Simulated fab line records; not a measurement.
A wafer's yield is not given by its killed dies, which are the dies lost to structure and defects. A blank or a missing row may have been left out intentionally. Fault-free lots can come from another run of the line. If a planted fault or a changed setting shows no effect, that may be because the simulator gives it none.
Matching of chambers    flow nand_harc    4 sister chambers for NHARC_A_STAIRCASE_ETCH_169 on rie_diel-08
The step etches the open film in CH3F/O2, target depth 50 nm, time 107.1 s. 8 wafers are shown with their chamber, then 9 later ones without.

WAFERS WITH THEIR CHAMBER
wafer   chamber  drypump_motor_current_A (A)  showerhead_plenum_p_Torr (Torr)
L081.2  0        5.4                          2.43
L085.6  1        5.6                          2.44
L084.2  3        5.9                          2.39
L084.5  3        5.9                          2.39
L084.6  2        6.2                          2.40
L087.1  2        6.2                          2.40
L087.2  1        5.6                          2.43
L087.6  0        5.5                          2.43

WAFERS MISSING THEIR CHAMBER
wafer   drypump_motor_current_A (A)  showerhead_plenum_p_Torr (Torr)
L094.2  5.4                          2.42
L094.5  5.7                          2.43
L094.6  5.4                          2.42
L095.1  5.9                          2.38
L095.2  5.7                          2.43
L095.6  5.5                          2.42
L097.1  6.2                          2.40
L097.3  5.6                          2.43
L097.4  5.5                          2.42

WHICH CHAMBER EACH ONE RAN IN
wafer   from the rows above      in truth
L094.2  0                        0
L094.5  1                        1
L094.6  0                        0
L095.1  3                        3
L095.2  1                        1
L095.6  can't be placed: 0 or 1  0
L097.1  2                        2
L097.3  1                        1
L097.4  can't be placed: 0 or 1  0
Placed correctly: 7 of 9. Unplaceable from these rows: 2, with the true chamber sitting among the candidates in 2. 0 placed wrongly.
How it was worked out, from the rows above alone: a wafer's distance from a chamber is the root of the sum, over the readings, of the square of ((its reading less the chamber's mean) divided by the reading's scatter). The wafer belongs to the nearest chamber; if the next one is less than 2 further off, it can't be placed. For every chamber, the mean is computed from those of its wafers that are shown. How the scatter is found: for the shown wafers, subtract from each reading the mean of its chamber, square and add these, divide the total by (wafers less chambers), then take the root.
